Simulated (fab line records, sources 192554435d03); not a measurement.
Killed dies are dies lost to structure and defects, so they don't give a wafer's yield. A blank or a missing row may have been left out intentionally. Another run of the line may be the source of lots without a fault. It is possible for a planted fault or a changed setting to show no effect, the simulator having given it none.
Comparing a struck lot with a sound one -- flow n5 finfet -- 19 out of 1938 route steps
Sound: wafers L524.2, L524.4, L524.5. Struck: wafer L535.2. (L535.4 of the same lot was not struck and is left out.) The cause comes at the end.
Per side, at each step with rows, come the tool, then ch with its chambers, and then its first start. Under that, the readings that differ: sound wafers -- struck wafers -- difference of the means -- sigmas: that difference in standard deviations of wafers without a fault.
alike: readings whose means differ by less than 2 such deviations, and words and numbers that are the same on both sides. not compared: withheld readings, readings that some wafer has no value for, bounds like >300 that may hide the same value, and numbers for which the record gives no deviation and whose values overlap.
The two part at a step that has a row with sigmas, a row that says differs or no value, or rows on one side only. When numbers do not overlap yet have no deviation, they are printed without sigmas and do not part them. A reading that every wafer of one side lacks parts them only if that side has two wafers or more.

N5_BEOL_M0_SAQP_ETCH_88: etches underlayer in N2/H2, target depth 6.5 nm, time 5.2 s.
  sound on rie diel-01 ch 0,1,3, day 7 00:40; struck on rie diel-04 ch 0, day 9 14:18
reading,sound,struck,difference,sigmas
drypump motor current A (A),6.0 5.8 5.3,4.7,-1.0,-2
  alike: etch rf on time s, oes product au, rf vpp V, showerhead plenum p Torr, throttle valve pct
  not compared: rf hours counter h
N5_BEOL_M0_SAQP_ETCH_73: etches SiARC in CF4, target depth 19.5 nm, time 32.5 s.
  sound on rie diel-01 ch 0,1,3, day 7 00:41; struck on rie diel-04 ch 0, day 9 14:19
reading,sound,struck,difference,sigmas
drypump motor current A (A),6.0 5.8 5.3,4.7,-1.0,-2
  alike: etch rf on time s, oes product au, rf vpp V, showerhead plenum p Torr, throttle valve pct
  not compared: rf hours counter h
then, 3 steps without rows for these wafers: N5_BEOL_M0_SAQP_CUT_ETCH_46 (etches SOC in N2/H2, target depth 135 nm, overetch 27 nm, time 202.5 s); N5_BEOL_M0_SAQP_STRIP_74 (strips in N2/H2); N5_BEOL_M0_SAQP_STRIP_89 (strips in N2/H2).
N5_BEOL_M0_SAQP_ALD_48: deposits SiO2, target thk 20 nm, pulse time 1 s, co reactant pulse time 1 s.
  sound on ald sin-01 ch 0,2, day 7 00:58; struck on ald sin-01 ch 1, day 9 14:33
  alike: heater power w, precursor pulse height rel
N5_BEOL_M0_SAQP_ETCH_49: etches SiO2 in CF4/O2, target depth 37 nm.
  sound on rie diel-04 ch 0,1,2, day 7 01:29; struck on rie diel-04 ch 1, day 9 15:05
reading,sound,struck,difference,sigmas
oes product au (a.u.),0.68 0.74 0.70,0.96,+0.25,+3
  alike: drypump motor current A, rf vpp V, showerhead plenum p Torr, throttle valve pct
  not compared: rf hours counter h
N5_BEOL_M0_SAQP_STRIP_75: strips in CF4.
  sound on rie diel-04 ch 0,1,2, day 7 01:35; struck on rie diel-04 ch 1, day 9 15:11
reading,sound,struck,difference,sigmas
oes product au (a.u.),0.163 0.173 0.160,0.224,+0.059,+3
  alike: drypump motor current A, power w, rf vpp V, showerhead plenum p Torr, throttle valve pct
  not compared: rf hours counter h
then, 4 steps without rows for these wafers: N5_BEOL_M0_CUTY_COAT_50 (time 60 s, resist thk 15 nm); N5_BEOL_M0_CUTY_COAT_51 (resist thk 150 nm); N5_BEOL_M0_CUTY_EBR_52; N5_BEOL_M0_CUTY_SOFTBAKE_53 (time 60 s).
N5_BEOL_M0_CUTY_EXPOSE_54: exposes mask M0 ABLK.
  sound on arfi scanner-01 ch 0, day 7 01:44; struck on arfi scanner-01 ch 0, day 9 15:20
  alike: mask, stage vel mm s
then, 2 steps without rows for these wafers: N5_BEOL_M0_CUTY_PEB_55 (peb time 60 s); N5_BEOL_M0_CUTY_DEVELOP_56 (develop time 30 s).
N5_BEOL_M0_CUTY_CD_MEAS_57: target cd 200 nm.
  sound on cd sem-03 ch 0, day 7 01:52; struck on cd sem-02 ch 0, day 9 15:27
reading,sound,struck,difference,sigmas
cd nm (nm),201.2 200.7 200.8,173.1,-27.8,-28
N5_BEOL_M0_CUTY_OVL_MEAS_58:
  sound on overlay-01 ch 0, day 7 01:53; struck on overlay-01 ch 0, day 9 15:29
  alike: M0_ABLK_OVL
-- here the record skips 2 days between the struck wafers' starts before and after, leaving off in module BEOL_M0_CUTY and picking up in module BEOL_M4 (first step shown: number 1111 of the route) --
N5_BEOL_M4_RC_MEAS_101:
  sound on prober-02 ch 0, day 9 01:07; struck on prober-01 ch 0, day 11 17:29
reading,sound,struck,difference,sigmas
DIBL_N (mV/V),36.4 34.3 33.6,38.9,+4.1,+3
SS_N (mV/dec),71.7 70.9 72.0,72.8,+1.3,+2
  alike: DIBL_P, IOFF_N, IOFF_P, ION_N, ION_P, SS_P, VT_N, VT_P
-- the record jumps here: 4 days lie between the struck wafers' starts before and after (it left off in module BEOL_M4 and takes up again in module PASSIVATION, whose first step shown is number 1936 of the route) --
N5_PASSIVATION_PROBE_49:
  the record has rows for the struck wafers here (prober-02, day 15 20:02) and none for the sound ones

== WHERE THEY PART ==
First at N5_BEOL_M0_SAQP_ETCH_88; last, within this record, at N5_PASSIVATION_PROBE_49.

WHY: what had been put in by the simulator
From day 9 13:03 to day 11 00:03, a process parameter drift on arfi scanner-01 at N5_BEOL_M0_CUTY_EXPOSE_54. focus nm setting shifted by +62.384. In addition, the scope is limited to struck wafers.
